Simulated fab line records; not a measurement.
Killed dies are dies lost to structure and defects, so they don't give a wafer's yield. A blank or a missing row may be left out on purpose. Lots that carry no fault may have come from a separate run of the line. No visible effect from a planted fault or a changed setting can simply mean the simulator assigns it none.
Split-lot experiment -- flow n5Finfet -- on a route of 1938 steps: 7 lots, 39 wafers read

== ON THE SPLIT ==
At N5_BEOL_M12_DEP_53 (deposits SiCN from 3MS/NH3, target thk 30 nm, time 10.5 s), the setting targetThkA was moved away from the recipe's 300 angstrom on 18 of the 39 wafers read, by -42.6% to +17.4%. This setting was run at the recipe's value on the other wafers.

The split's own step is where the reading is taken.

== THE READING ==
SiCN_of_BEOL_M12_DEP_53.thkNm (the simulator's own value, which no gauge read), in nm, at N5_BEOL_M12_DEP_53 (deposits SiCN from 3MS/NH3, target thk 30 nm, time 10.5 s). No usual value for it is given in the file. The 21 wafers here that ran the recipe average 30.1 nm, standard deviation 0.34 nm.

wafer,"tool, chamber at the split","targetThkA as run, angstrom",against the recipe,"SiCN_of_BEOL_M12_DEP_53.thkNm, nm",against lot-mates on the recipe
L075.1,"pecvd-04, 1,0",351.2,+17.1%,34.6,+4.6
L075.3,"pecvd-04, 1,0",351.2,+17.1%,34.6,+4.6
L075.2,"pecvd-04, 2",300,recipe,30.4,-
L075.4,"pecvd-04, 1,0",300,recipe,29.8,-
L075.5,"pecvd-04, 1,0",300,recipe,29.8,-
L075.6,"pecvd-04, 2",351.2,+17.1%,35.8,+5.8
L078.1,"pecvd-04, 0",200.5,-33.2%,20,-10.1
L078.2,"pecvd-04, 1",200.5,-33.2%,19.6,-10.5
L078.3,"pecvd-04, 2",300,recipe,30.4,-
L078.4,"pecvd-04, 0",300,recipe,30,-
L078.5,"pecvd-04, 2",200.5,-33.2%,20.6,-9.5
L078.6,"pecvd-04, 1",300,recipe,29.8,-
L084.1,"pecvd-04, 1",300,recipe,30,-
L084.2,"pecvd-04, 2",352.1,+17.4%,35.8,+5.8
L084.3,"pecvd-04, 0",300,recipe,29.6,-
L084.4,"pecvd-04, 0",352.1,+17.4%,35.6,+5.6
L084.5,"pecvd-04, 2",352.1,+17.4%,36.4,+6.4
L084.6,"pecvd-04, 1",300,recipe,30.4,-
L086.3,"pecvd-04, 2",300,recipe,30.6,-
L086.4,"pecvd-04, 1",300,recipe,30,-
L086.6,"pecvd-04, 0",300,recipe,30.4,-
L088.1,"pecvd-03, 1",300,recipe,30,-
L088.2,"pecvd-03, 0",226.6,-24.5%,22.2,-8.1
L088.3,"pecvd-03, 2",226.6,-24.5%,22.6,-7.7
L088.4,"pecvd-03, 2",226.6,-24.5%,23,-7.3
L088.5,"pecvd-03, 0,1",300,recipe,30.4,-
L088.6,"pecvd-03, 0,1",300,recipe,30.4,-
L089.1,"pecvd-01, 2",350.9,+17.0%,35.6,+5.7
L089.2,"pecvd-01, 1",300,recipe,29.6,-
L089.3,"pecvd-01, 0",300,recipe,30.2,-
L089.4,"pecvd-01, 0,2",350.9,+17.0%,35.8,+5.9
L089.5,"pecvd-01, 0,2",350.9,+17.0%,35.8,+5.9
L089.6,"pecvd-01, 1",300,recipe,29.8,-
L093.1,"pecvd-04, 1,2",172.1,-42.6%,17.6,-12.9
L093.3,"pecvd-04, 1,2",172.1,-42.6%,17.6,-12.9
L093.2,"pecvd-04, 0",300,recipe,30.2,-
L093.5,"pecvd-04, 0",300,recipe,30.2,-
L093.4,"pecvd-04, 1",172.1,-42.6%,17.4,-13.1
L093.6,"pecvd-04, 2",300,recipe,31,-
Rows listing several chambers each stand for several wafers; the file does not say which wafer went through which chamber.

FIT RESULTS
A straight line over all 39 wafers: SiCN_of_BEOL_M12_DEP_53.thkNm changes by +0.304 nm for each +1% of targetThkA; r = +1.00; the points scatter about the line by 0.42 nm.
The same after taking each lot's own level away (the mean of its wafers on the recipe; 39 wafers): +0.31 nm for each +1%; r = +1.00; scatter 0.41 nm.
That fit puts the effect of the largest move of targetThkA on the reading at 13 nm.
Measured against the standard deviation above, the lots' own levels, which go from 29.87 to 30.47 nm, span 1.7 times it.
So the lot-to-lot level changes the slope little: the two slopes agree.
Check: -13.2 nm against its lot-mates is what the line predicts for one of the wafers moved furthest among these (-42.6%) when that wafer is left out of the fit. It came out at -12.9 nm against them.

== OTHER SPLITS ON THESE WAFERS ==
Note: prior to the reading, these wafers also went through further splits. Each is held against what the fit with the lots' levels taken away leaves over:
other split on the same wafers,wafers away from the commonest value,r with SiCN_of_BEOL_M12_DEP_53.thkNm (lot level and that fit taken away)
N5_BEOL_M9_ILD_DEP_00 targetThkA,15,-0.15
N5_BEOL_M10_TRENCH_ETCH_37 targetDepthA,12,-0.18

== FILE'S OWN FIT ==
SiCN_of_BEOL_M12_DEP_53.thkNm changes by +0.309 nm for each +1% of targetThkA, r = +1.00.
